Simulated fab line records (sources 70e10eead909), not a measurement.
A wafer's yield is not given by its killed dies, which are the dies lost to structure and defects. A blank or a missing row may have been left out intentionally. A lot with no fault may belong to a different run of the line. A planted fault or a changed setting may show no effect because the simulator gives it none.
A lot that was struck, set against a sound lot    flow nand_harc    27 steps out of a route of 1302
Sound: the wafers L332.2, L332.3, L332.4. The struck wafers were L338.1, L338.2, L338.4. Last of all comes the cause.
At each step with rows: each side's tool, then ch and its chambers, then its first start. Under that, the readings that differ: sound wafers    struck wafers    difference of the means    sigmas: that difference in standard deviations of wafers without a fault.
alike: readings with means less than 2 such deviations apart, plus words and numbers identical on both sides. not compared: withheld readings, readings lacking a value on some wafer, bounds such as >300 that could conceal the same value, and numbers that have no deviation in the record and whose values overlap.
Wherever a step has rows on one side only, a row that says differs or no value, or a row with sigmas, the two part there. Numbers that don't overlap but have no deviation are shown without sigmas and don't part them. Lack of a reading on every wafer of one side parts them only where that side has two or more wafers.

first, 1 step without rows for these wafers: NHARC_A_CHANNEL_HOLE_D1_DEVELOP_09 (develop time 35 s).
NHARC_A_CHANNEL_HOLE_D1_CD_MEAS_10 targets a cd of 100 nm.
  sound on cd_sem-01 ch 0, day 12 09:19; struck on cd_sem-02 ch 0, day 15 09:20
  alike: cd_nm
NHARC_A_CHANNEL_HOLE_D1_OVL_MEAS_11:
  struck on overlay-01, day 15 09:26; sound on overlay-02, day 12 09:24
  alike: overlay_x_nm, overlay_y_nm
NHARC_A_CHANNEL_HOLE_D1_INSPECT_12:
  struck on defect_inspect-01, day 15 09:28; sound on defect_inspect-01, day 12 09:26
  alike: raw_defect_count
then, 5 steps without rows for these wafers: NHARC_A_CHANNEL_HOLE_D1_DESCUM_15 (chemistry O2, time 3 s); NHARC_A_CHANNEL_HOLE_D1_ETCH_38 (etches the open film in CF4, target depth 39 nm, time 65 s); NHARC_A_CHANNEL_HOLE_D1_ETCH_39 (etches the open film in N2/H2, target depth 260 nm, time 325 s); NHARC_A_CHANNEL_HOLE_D1_ETCH_34 (etches the open film in CF4/CHF3, target depth 154 nm, time 77 s); NHARC_A_CHANNEL_HOLE_D1_ETCH_16 (etches the open film in O2/COS, target depth 3100 nm, time 806 s).
NHARC_A_CHANNEL_HOLE_D1_CD_MEAS_18:
  struck on cd_sem-02, day 15 10:38; sound on cd_sem-02, day 12 10:37
  alike: cd_nm
NHARC_A_CHANNEL_HOLE_D1_ETCH_19: etches the open film in C4F8/O2/Ar, time 34.5 s.
  sound on har_etch-01 ch 0,1, day 12 11:55; struck on har_etch-02 ch 0,1, day 15 10:44
  alike: bias_v, c4f8_flow_sccm, drypump_motor_current_A, showerhead_plenum_p_Torr, throttle_valve_pct
  not compared: rf_hours_counter_h
then, 1 step without rows for these wafers: NHARC_A_CHANNEL_HOLE_D1_ETCH_20 (etches the open film in C4F8/O2/Ar, time 361.9 s, target depth 1600 nm).
NHARC_A_CHANNEL_HOLE_D1_ETCH_21: etches the open film in C4F8/O2/Ar, time 514.3 s, target depth 1600 nm.
  sound on har_etch-01 ch 0,1, day 12 12:21; struck on har_etch-02 ch 0,1, day 15 11:09
  no value came back on the struck wafers for any of 5 readings (c4f8_flow_sccm (sccm), chamber_pressure_mTorr (mTorr) and others); on the sound wafers c4f8_flow_sccm (sccm) reads 89.77 89.11 89.20
  not compared: rf_hours_counter_h
NHARC_A_CHANNEL_HOLE_D1_ETCH_22: etches the open film in C4F8/O2/Ar, time 666.7 s, target depth 1600 nm.
  sound on har_etch-01 ch 0,1, day 12 12:47; struck on har_etch-02 ch 0,1, day 15 11:35
  alike: c4f8_flow_sccm, chamber_pressure_mTorr, drypump_motor_current_A, showerhead_plenum_p_Torr, throttle_valve_pct
  not compared: rf_hours_counter_h
then, 1 step without rows for these wafers: NHARC_A_CHANNEL_HOLE_D1_ETCH_23 (etches the open film in C4F8/O2/Ar, time 819 s, target depth 1600 nm).
NHARC_A_CHANNEL_HOLE_D1_ETCH_24: etches the open film in C4F8/O2/Ar, time 906.2 s, target depth 1500 nm.
  sound on har_etch-01 ch 0,1, day 12 14:04; struck on har_etch-02 ch 0,1, day 15 12:52
  alike: c4f8_flow_sccm, chamber_pressure_mTorr, drypump_motor_current_A, showerhead_plenum_p_Torr, throttle_valve_pct
  not compared: rf_hours_counter_h
then, 1 step without rows for these wafers: NHARC_A_CHANNEL_HOLE_D1_ETCH_25 (etches the open film in C4F8/O2/Ar, time 1040.2 s, target depth 1500 nm).
NHARC_A_CHANNEL_HOLE_D1_ETCH_26: etches the open film in C4F8/O2/Ar, time 224.1 s, target depth 300 nm.
  sound on har_etch-01 ch 0,1, day 12 15:43; struck on har_etch-02 ch 0,1, day 15 14:30
  alike: bias_v, c4f8_flow_sccm, drypump_motor_current_A, showerhead_plenum_p_Torr, throttle_valve_pct
  not compared: rf_hours_counter_h
NHARC_A_CHANNEL_HOLE_D1_ETCH_33: etches the open film in C4F8/O2/Ar, time 90 s, target depth 400 nm.
  sound on har_etch-01 ch 0,1, day 12 15:55; struck on har_etch-02 ch 0,1, day 15 14:41
  alike: bias_v, c4f8_flow_sccm, drypump_motor_current_A, showerhead_plenum_p_Torr, throttle_valve_pct
  not compared: rf_hours_counter_h
then, 3 steps without rows for these wafers: NHARC_A_CHANNEL_HOLE_D1_STRIP_41 (strips in N2/H2); NHARC_A_CHANNEL_HOLE_D1_STRIP_42 (strips in CF4/CHF3); NHARC_A_CHANNEL_HOLE_D1_STRIP_43 (strips in O2/COS).
NHARC_A_CHANNEL_HOLE_D1_ETCH_44: etches the open film in CF4/O2, target depth 140 nm, overetch 14 nm, time 77 s.
  sound on rie_diel-02 ch 1,2,3, day 12 16:40; struck on rie_diel-02 ch 1,2,3, day 15 15:42
reading                             sound              struck             difference  sigmas
rf_hours_counter_h (h)              5 5 4              12 12 12           +7          
model.A_CHANNEL_HOLE_D1.cd_nm (nm)  89.96 92.18 88.46  99.51 98.95 99.25  +9.04       
  alike: bias_w, cf4_flow_sccm, drypump_motor_current_A, oes_product_au, rf_vpp_V, showerhead_plenum_p_Torr, throttle_valve_pct
then, 3 steps without rows for these wafers: NHARC_A_CHANNEL_HOLE_D1_STRIP_27 (strips in O2); NHARC_A_CHANNEL_HOLE_D1_PRECLEAN_28 (cleans in SC1); NHARC_A_CHANNEL_HOLE_D1_SRD_29.
NHARC_A_CHANNEL_HOLE_D1_CD_MEAS_30:
  struck on cd_sem-03, day 15 16:41; sound on cd_sem-02, day 12 17:28
reading     sound           struck         difference  sigmas
cd_nm (nm)  89.2 91.9 88.4  -0.5 -0.8 0.0  -90.3       -64
  not compared: hold

## WHERE THEY PART
At NHARC_A_CHANNEL_HOLE_D1_ETCH_21 first; at NHARC_A_CHANNEL_HOLE_D1_CD_MEAS_30 last (within this record only).

WHY: the cause the simulator had injected
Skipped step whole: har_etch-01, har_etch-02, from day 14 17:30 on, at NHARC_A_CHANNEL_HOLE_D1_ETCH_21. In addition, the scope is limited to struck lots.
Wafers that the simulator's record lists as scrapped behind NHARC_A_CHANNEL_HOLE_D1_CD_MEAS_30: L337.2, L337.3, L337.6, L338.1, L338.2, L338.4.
